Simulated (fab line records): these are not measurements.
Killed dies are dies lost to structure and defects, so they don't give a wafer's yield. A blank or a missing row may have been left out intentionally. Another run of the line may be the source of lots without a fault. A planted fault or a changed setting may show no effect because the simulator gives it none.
Which of the tools did it? :: flow n5_finfet :: Sampling: 24 lots, 72 wafers, 5 of 1938 route steps

== WHAT EACH GAUGE READ, for each wafer ==
N5_BEOL_M1_CD_MEAS_28: target cd y 23.3 nm.
lot: L074
measured: day 6 02:11
on: cd_sem-03
cd_nm (nm): 23.79 24.40 23.97

lot: L076
measured: day 6 10:40
on: cd_sem-03
cd_nm (nm): 24.12 24.15 23.78

lot: L075
measured: day 6 10:59
on: cd_sem-01
cd_nm (nm): 23.96 23.84 23.64

lot: L077
measured: day 6 20:38
on: cd_sem-03
cd_nm (nm): 23.87 23.86 23.79

lot: L078
measured: day 7 01:53
on: cd_sem-02
cd_nm (nm): 24.15 23.79 23.83

lot: L079
measured: day 7 09:07
on: cd_sem-02
cd_nm (nm): 24.11 24.02 24.53

lot: L080
measured: day 7 14:46
on: cd_sem-02
cd_nm (nm): 24.09 24.32 23.86

lot: L081
measured: day 7 23:11
on: cd_sem-02
cd_nm (nm): 24.05 23.87 23.96

lot: L082
measured: day 8 00:22
on: cd_sem-03
cd_nm (nm): 24.03 24.49 23.84

lot: L083
measured: day 8 10:02
on: cd_sem-03
cd_nm (nm): 23.76 24.10 24.18

lot: L084
measured: day 8 17:29
on: cd_sem-03
cd_nm (nm): 24.08 24.43 24.32

lot: L085
measured: day 8 22:34
on: cd_sem-03
cd_nm (nm): 23.95 23.81 23.79

lot: L087
measured: day 10 05:26
on: cd_sem-03
cd_nm (nm): 23.97 23.91 24.45

lot: L086
measured: day 10 13:29
on: cd_sem-03
cd_nm (nm): 23.87 23.62 23.71

lot: L089
measured: day 10 15:11
on: cd_sem-02
cd_nm (nm): 23.97 23.79 24.04

lot: L088
measured: day 10 18:17
on: cd_sem-01
cd_nm (nm): 23.62 24.14 23.96

lot: L090
measured: day 10 18:41
on: cd_sem-03
cd_nm (nm): 24.09 24.21 24.07

lot: L093
measured: day 11 14:46
on: cd_sem-02
cd_nm (nm): 24.19 23.98 24.08

lot: L091
measured: day 11 19:32
on: cd_sem-01
cd_nm (nm): 23.93 23.96 24.05

lot: L094
measured: day 11 20:29
on: cd_sem-01
cd_nm (nm): 23.74 24.50 24.04

lot: L095
measured: day 11 20:53
on: cd_sem-03
cd_nm (nm): 23.97 24.18 23.92

lot: L092
measured: day 11 21:19
on: cd_sem-03
cd_nm (nm): 24.05 24.02 24.12

lot: L096
measured: day 11 21:23
on: cd_sem-01
cd_nm (nm): 23.92 23.74 24.10

lot: L097
measured: day 12 09:49
on: cd_sem-02
cd_nm (nm): 23.92 24.04 23.91

N5_BEOL_M1_INSPECT_30: inspects for defects (brightfield).
lot: L074
measured: day 6 02:17
on: defect_inspect-01
raw_defect_count: 226 267 213

lot: L076
measured: day 6 10:44
on: defect_inspect-01
raw_defect_count: 285 313 306

lot: L075
measured: day 6 11:05
on: defect_inspect-01
raw_defect_count: 405 458 341

lot: L077
measured: day 6 20:43
on: defect_inspect-02
raw_defect_count: 524 633 478

lot: L078
measured: day 7 01:59
on: defect_inspect-02
raw_defect_count: 470 457 433

lot: L079
measured: day 7 09:13
on: defect_inspect-01
raw_defect_count: 298 307 361

lot: L080
measured: day 7 14:52
on: defect_inspect-01
raw_defect_count: 366 358 428

lot: L081
measured: day 7 23:16
on: defect_inspect-01
raw_defect_count: 420 457 309

lot: L082
measured: day 8 00:27
on: defect_inspect-01
raw_defect_count: 364 421 409

lot: L083
measured: day 8 10:07
on: defect_inspect-02
raw_defect_count: 464 451 514

lot: L084
measured: day 8 17:35
on: defect_inspect-01
raw_defect_count: 360 258 289

lot: L085
measured: day 8 22:38
on: defect_inspect-02
raw_defect_count: 440 614 507

lot: L087
measured: day 10 05:32
on: defect_inspect-02
raw_defect_count: 512 548 500

lot: L086
measured: day 10 13:35
on: defect_inspect-02
raw_defect_count: 419 345 373

lot: L089
measured: day 10 15:16
on: defect_inspect-02
raw_defect_count: 254 356 352

lot: L088
measured: day 10 18:22
on: defect_inspect-02
raw_defect_count: 503 468 448

lot: L090
measured: day 10 18:46
on: defect_inspect-02
raw_defect_count: 341 396 523

lot: L093
measured: day 11 14:51
on: defect_inspect-01
raw_defect_count: 390 288 431

lot: L091
measured: day 11 19:38
on: defect_inspect-01
raw_defect_count: 444 456 429

lot: L094
measured: day 11 20:35
on: defect_inspect-02
raw_defect_count: 389 509 483

lot: L095
measured: day 11 20:58
on: defect_inspect-02
raw_defect_count: 358 398 467

lot: L092
measured: day 11 21:25
on: defect_inspect-02
raw_defect_count: 361 396 466

lot: L096
measured: day 11 21:28
on: defect_inspect-01
raw_defect_count: 339 566 448

lot: L097
measured: day 12 09:55
on: defect_inspect-01
raw_defect_count: 483 475 450

N5_BEOL_M1_CD_MEAS_35: target cd 18 nm, target cd y 21 nm.
lot: L074
measured: day 6 08:59
on: cd_sem-01
cd_nm (nm): 17.6 17.8 17.8

lot: L076
measured: day 6 12:17
on: cd_sem-01
cd_nm (nm): 18.0 18.4 18.4

lot: L075
measured: day 6 17:04
on: cd_sem-01
cd_nm (nm): 18.1 18.2 17.9

lot: L077
measured: day 7 00:18
on: cd_sem-01
cd_nm (nm): 17.8 18.1 18.0

lot: L078
measured: day 7 03:27
on: cd_sem-01
cd_nm (nm): 17.5 17.8 18.0

lot: L079
measured: day 7 17:28
on: cd_sem-03
cd_nm (nm): 17.8 17.4 17.3

lot: L080
measured: day 8 03:42
on: cd_sem-02
cd_nm (nm): 17.9 17.9 17.4

lot: L081
measured: day 8 04:07
on: cd_sem-01
cd_nm (nm): 17.5 18.4 17.8

lot: L082
measured: day 8 06:50
on: cd_sem-03
cd_nm (nm): 17.7 16.9 17.4

lot: L083
measured: day 8 11:18
on: cd_sem-01
cd_nm (nm): 17.6 17.8 17.2

lot: L084
measured: day 9 01:02
on: cd_sem-03
cd_nm (nm): 17.7 18.8 17.9

lot: L085
measured: day 9 01:00
on: cd_sem-02
cd_nm (nm): 17.4 18.1 17.6

lot: L087
measured: day 10 08:44
on: cd_sem-03
cd_nm (nm): 17.9 17.7 18.3

lot: L086
measured: day 10 14:26
on: cd_sem-03
cd_nm (nm): 17.9 18.2 18.1

lot: L089
measured: day 10 16:32
on: cd_sem-03
cd_nm (nm): 17.7 18.2 18.1

lot: L088
measured: day 10 19:15
on: cd_sem-03
cd_nm (nm): 17.4 18.1 17.9

lot: L090
measured: day 10 20:17
on: cd_sem-02
cd_nm (nm): 17.8 18.9 18.1

lot: L093
measured: day 11 16:02
on: cd_sem-02
cd_nm (nm): 17.5 18.2 18.2

lot: L091
measured: day 11 21:01
on: cd_sem-01
cd_nm (nm): 18.5 18.3 18.0

lot: L094
measured: day 11 21:46
on: cd_sem-02
cd_nm (nm): 17.6 17.9 18.3

lot: L095
measured: day 11 22:14
on: cd_sem-01
cd_nm (nm): 18.5 17.9 18.5

lot: L092
measured: day 12 00:46
on: cd_sem-01
cd_nm (nm): 17.9 18.3 18.4

lot: L096
measured: day 12 00:47
on: cd_sem-02
cd_nm (nm): 17.5 18.0 17.9

lot: L097
measured: day 12 21:08
on: cd_sem-01
cd_nm (nm): 18.3 18.3 18.0

N5_BEOL_M1_THK_MEAS_53: measures by xrf.
lot: L074
measured: day 6 12:43
on: film_metro-01
M1_THK (nm): 36.4 39.1 41.0

lot: L076
measured: day 6 15:43
on: film_metro-02
M1_THK (nm): 39.4 42.1 39.8

lot: L075
measured: day 6 22:45
on: film_metro-01
M1_THK (nm): 39.8 37.3 38.8

lot: L077
measured: day 7 03:58
on: film_metro-01
M1_THK (nm): 37.9 41.9 39.0

lot: L078
measured: day 7 07:00
on: film_metro-01
M1_THK (nm): 37.5 36.5 39.8

lot: L079
measured: day 7 21:34
on: film_metro-02
M1_THK (nm): 37.4 39.2 36.6

lot: L080
measured: day 8 07:13
on: film_metro-02
M1_THK (nm): 39.5 39.2 37.9

lot: L081
measured: day 8 09:08
on: film_metro-02
M1_THK (nm): 42.7 44.0 42.0

lot: L082
measured: day 8 10:40
on: film_metro-02
M1_THK (nm): 39.0 39.2 39.0

lot: L083
measured: day 8 15:29
on: film_metro-02
M1_THK (nm): 39.1 41.1 39.7

lot: L084
measured: day 9 06:58
on: film_metro-01
M1_THK (nm): 38.3 39.7 40.6

lot: L085
measured: day 9 04:41
on: film_metro-01
M1_THK (nm): 39.6 39.7 39.4

lot: L087
measured: day 10 12:20
on: film_metro-02
M1_THK (nm): 40.7 39.1 37.8

lot: L086
measured: day 10 17:35
on: film_metro-02
M1_THK (nm): 38.4 40.1 38.3

lot: L089
measured: day 10 20:16
on: film_metro-02
M1_THK (nm): 40.1 42.0 40.2

lot: L088
measured: day 10 22:28
on: film_metro-01
M1_THK (nm): 36.8 39.9 40.6

lot: L090
measured: day 10 23:25
on: film_metro-01
M1_THK (nm): 38.8 38.8 37.8

lot: L093
measured: day 11 19:22
on: film_metro-02
M1_THK (nm): 40.4 40.2 41.7

lot: L091
measured: day 12 00:09
on: film_metro-01
M1_THK (nm): 35.4 39.1 38.6

lot: L094
measured: day 12 01:00
on: film_metro-02
M1_THK (nm): 37.2 40.3 39.5

lot: L095
measured: day 12 02:57
on: film_metro-01
M1_THK (nm): 39.4 41.4 39.5

lot: L092
measured: day 12 04:25
on: film_metro-01
M1_THK (nm): 42.5 41.6 40.0

lot: L096
measured: day 12 04:58
on: film_metro-01
M1_THK (nm): 40.7 39.2 40.6

lot: L097
measured: day 13 01:05
on: film_metro-01
M1_THK (nm): 40.3 39.0 38.8

== WHAT TOOL EACH LOT RAN ON (gives the tool, then ch and the chambers of the sampled wafers, and finally the start) ==
lot: L074
N5_BEOL_M1_ETCHBACK_99: rie_diel-02 ch 1,2, day 6 08:26

lot: L076
N5_BEOL_M1_ETCHBACK_99: rie_diel-01 ch 1,2,3, day 6 11:44

lot: L075
N5_BEOL_M1_ETCHBACK_99: rie_diel-01 ch 0,3, day 6 16:31

lot: L077
N5_BEOL_M1_ETCHBACK_99: rie_diel-03 ch 0,2,3, day 6 23:46

lot: L078
N5_BEOL_M1_ETCHBACK_99: rie_diel-02 ch 0,2,3, day 7 02:55

lot: L079
N5_BEOL_M1_ETCHBACK_99: rie_diel-01 ch 1,2,3, day 7 16:55

lot: L080
N5_BEOL_M1_ETCHBACK_99: rie_diel-01 ch 0,1,2, day 8 03:09

lot: L081
N5_BEOL_M1_ETCHBACK_99: rie_diel-01 ch 0,1,2, day 8 03:34

lot: L082
N5_BEOL_M1_ETCHBACK_99: rie_diel-03 ch 0,1,3, day 8 06:17

lot: L083
N5_BEOL_M1_ETCHBACK_99: rie_diel-02 ch 0,1,3, day 8 10:44

lot: L084
N5_BEOL_M1_ETCHBACK_99: rie_diel-03 ch 1,2, day 9 00:29

lot: L085
N5_BEOL_M1_ETCHBACK_99: rie_diel-02 ch 0,2, day 9 00:27

lot: L087
N5_BEOL_M1_ETCHBACK_99: rie_diel-02 ch 0,1,2, day 10 08:12

lot: L086
N5_BEOL_M1_ETCHBACK_99: rie_diel-03 ch 2,3, day 10 13:53

lot: L089
N5_BEOL_M1_ETCHBACK_99: rie_diel-01 ch 0,2,3, day 10 15:59

lot: L088
N5_BEOL_M1_ETCHBACK_99: rie_diel-03 ch 0,1, day 10 18:43

lot: L090
N5_BEOL_M1_ETCHBACK_99: rie_diel-01 ch 0,2,3, day 10 19:44

lot: L093
N5_BEOL_M1_ETCHBACK_99: rie_diel-02 ch 0,1, day 11 15:29

lot: L091
N5_BEOL_M1_ETCHBACK_99: rie_diel-01 ch 0,3, day 11 20:28

lot: L094
N5_BEOL_M1_ETCHBACK_99: rie_diel-01 ch 0,1,2, day 11 21:13

lot: L095
N5_BEOL_M1_ETCHBACK_99: rie_diel-02 ch 2,3, day 11 21:41

lot: L092
N5_BEOL_M1_ETCHBACK_99: rie_diel-01 ch 1,2, day 12 00:12

lot: L096
N5_BEOL_M1_ETCHBACK_99: rie_diel-03 ch 0,2,3, day 12 00:14

lot: L097
N5_BEOL_M1_ETCHBACK_99: rie_diel-03 ch 0,1,3, day 12 20:35
- N5_BEOL_M1_ETCHBACK_99: etches SiO2 in CHF3, target depth 5 nm, time 10.4 s.

== WHAT THE TOOLS THEMSELVES READ (means of the sampled wafers that have a number; where no wafer has one, the mark that the record gives instead) ==
N5_BEOL_M1_ETCHBACK_99.
lot: L074
tool: rie_diel-02
drypump_motor_current_A (A): 5.6
oes_product_au (a.u.): 0.70
rf_fwd_power_W (W): 212.1
rf_vpp_V (V): 236
showerhead_plenum_p_Torr (Torr): 2.08
throttle_valve_pct (%): 17.5

lot: L076
tool: rie_diel-01
drypump_motor_current_A (A): 5.6
oes_product_au (a.u.): 0.85
rf_fwd_power_W (W): 212.6
rf_vpp_V (V): 242
showerhead_plenum_p_Torr (Torr): 2.20
throttle_valve_pct (%): 16.8

lot: L075
tool: rie_diel-01
drypump_motor_current_A (A): 5.7
oes_product_au (a.u.): 0.74
rf_fwd_power_W (W): 213.3
rf_vpp_V (V): 243
showerhead_plenum_p_Torr (Torr): 2.14
throttle_valve_pct (%): 17.0

lot: L077
tool: rie_diel-03
drypump_motor_current_A (A): 5.8
oes_product_au (a.u.): 0.83
rf_fwd_power_W (W): 213.4
rf_vpp_V (V): 238
showerhead_plenum_p_Torr (Torr): 2.18
throttle_valve_pct (%): 16.8

lot: L078
tool: rie_diel-02
drypump_motor_current_A (A): 6.1
oes_product_au (a.u.): 0.77
rf_fwd_power_W (W): 212.5
rf_vpp_V (V): 240
showerhead_plenum_p_Torr (Torr): 2.10
throttle_valve_pct (%): 17.2

lot: L079
tool: rie_diel-01
drypump_motor_current_A (A): 5.6
oes_product_au (a.u.): 0.83
rf_fwd_power_W (W): 213.3
rf_vpp_V (V): 241
showerhead_plenum_p_Torr (Torr): 2.19
throttle_valve_pct (%): 16.8

lot: L080
tool: rie_diel-01
drypump_motor_current_A (A): 6.0
oes_product_au (a.u.): 0.87
rf_fwd_power_W (W): 212.2
rf_vpp_V (V): 238
showerhead_plenum_p_Torr (Torr): 2.21
throttle_valve_pct (%): 16.7

lot: L081
tool: rie_diel-01
drypump_motor_current_A (A): 6.0
oes_product_au (a.u.): 0.87
rf_fwd_power_W (W): 212.2
rf_vpp_V (V): 238
showerhead_plenum_p_Torr (Torr): 2.21
throttle_valve_pct (%): 16.7

lot: L082
tool: rie_diel-03
drypump_motor_current_A (A): 5.9
oes_product_au (a.u.): 0.82
rf_fwd_power_W (W): 213.2
rf_vpp_V (V): 237
showerhead_plenum_p_Torr (Torr): 2.20
throttle_valve_pct (%): 17.0

lot: L083
tool: rie_diel-02
drypump_motor_current_A (A): 5.7
oes_product_au (a.u.): 0.77
rf_fwd_power_W (W): 212.9
rf_vpp_V (V): 238
showerhead_plenum_p_Torr (Torr): 2.08
throttle_valve_pct (%): 17.2

lot: L084
tool: rie_diel-03
drypump_motor_current_A (A): 6.0
oes_product_au (a.u.): 0.73
rf_fwd_power_W (W): 213.2
rf_vpp_V (V): 236
showerhead_plenum_p_Torr (Torr): 2.21
throttle_valve_pct (%): 17.3

lot: L085
tool: rie_diel-02
drypump_motor_current_A (A): 6.1
oes_product_au (a.u.): 0.97
rf_fwd_power_W (W): 212.9
rf_vpp_V (V): 237
showerhead_plenum_p_Torr (Torr): 2.11
throttle_valve_pct (%): 17.0

lot: L087
tool: rie_diel-02
drypump_motor_current_A (A): 5.7
oes_product_au (a.u.): 0.85
rf_fwd_power_W (W): 212.6
rf_vpp_V (V): 237
showerhead_plenum_p_Torr (Torr): 2.09
throttle_valve_pct (%): 17.2

lot: L086
tool: rie_diel-03
drypump_motor_current_A (A): 6.1
oes_product_au (a.u.): 0.78
rf_fwd_power_W (W): 213.5
rf_vpp_V (V): 237
showerhead_plenum_p_Torr (Torr): 2.17
throttle_valve_pct (%): 16.9

lot: L089
tool: rie_diel-01
drypump_motor_current_A (A): 5.9
oes_product_au (a.u.): 0.86
rf_fwd_power_W (W): 212.2
rf_vpp_V (V): 241
showerhead_plenum_p_Torr (Torr): 2.15
throttle_valve_pct (%): 16.8

lot: L088
tool: rie_diel-03
drypump_motor_current_A (A): 5.7
oes_product_au (a.u.): 0.73
rf_fwd_power_W (W): 212.8
rf_vpp_V (V): 237
showerhead_plenum_p_Torr (Torr): 2.20
throttle_valve_pct (%): 17.3

lot: L090
tool: rie_diel-01
drypump_motor_current_A (A): 5.8
oes_product_au (a.u.): 0.85
rf_fwd_power_W (W): 212.6
rf_vpp_V (V): 241
showerhead_plenum_p_Torr (Torr): 2.15
throttle_valve_pct (%): 16.8

lot: L093
tool: rie_diel-02
drypump_motor_current_A (A): 5.5
oes_product_au (a.u.): 0.82
rf_fwd_power_W (W): 212.2
rf_vpp_V (V): 235
showerhead_plenum_p_Torr (Torr): 2.09
throttle_valve_pct (%): 17.1

lot: L091
tool: rie_diel-01
drypump_motor_current_A (A): 5.7
oes_product_au (a.u.): 0.87
rf_fwd_power_W (W): 213.3
rf_vpp_V (V): 243
showerhead_plenum_p_Torr (Torr): 2.13
throttle_valve_pct (%): 16.7

lot: L094
tool: rie_diel-01
drypump_motor_current_A (A): 6.0
oes_product_au (a.u.): 0.83
rf_fwd_power_W (W): 213.2
rf_vpp_V (V): 238
showerhead_plenum_p_Torr (Torr): 2.20
throttle_valve_pct (%): 16.8

lot: L095
tool: rie_diel-02
drypump_motor_current_A (A): 6.3
oes_product_au (a.u.): 0.75
rf_fwd_power_W (W): 213.5
rf_vpp_V (V): 242
showerhead_plenum_p_Torr (Torr): 2.07
throttle_valve_pct (%): 17.2

lot: L092
tool: rie_diel-01
drypump_motor_current_A (A): 5.7
oes_product_au (a.u.): 0.85
rf_fwd_power_W (W): 212.1
rf_vpp_V (V): 237
showerhead_plenum_p_Torr (Torr): 2.23
throttle_valve_pct (%): 16.7

lot: L096
tool: rie_diel-03
drypump_motor_current_A (A): 5.7
oes_product_au (a.u.): 0.78
rf_fwd_power_W (W): 212.9
rf_vpp_V (V): 238
showerhead_plenum_p_Torr (Torr): 2.17
throttle_valve_pct (%): 16.9

lot: L097
tool: rie_diel-03
drypump_motor_current_A (A): 5.8
oes_product_au (a.u.): 0.77
rf_fwd_power_W (W): 213.4
rf_vpp_V (V): 237
showerhead_plenum_p_Torr (Torr): 2.19
throttle_valve_pct (%): 17.1

== THE ANSWER, worked out from the rows above alone ==
Rule: what is usual is taken from the lots themselves. The widest of any qualifying gaps counts: lots, ordered by their means at a reading, are off when they make up no more than a third of the lots, leave a main group of 4 or more, and stand apart from it by 3 or more times the standard deviation of that group's means. A main group is skipped when, at the precision printed for the reading in the tables above, its means are all equal. A lot without any number at a reading at which 4 lots or more have one is off too. All remaining lots with rows at the step are treated as sound. After the gauges, taken in route order, come the tools' own readings; for these a lot's mean is taken, as printed above. The first step at which some lot is off is used, and at that step the reading that is off furthest; a lot without a number counts as furthest.
Nothing can be told from this: no lot is off at any reading shown.

== WHAT WAS PUT IN BY THE SIMULATOR ==
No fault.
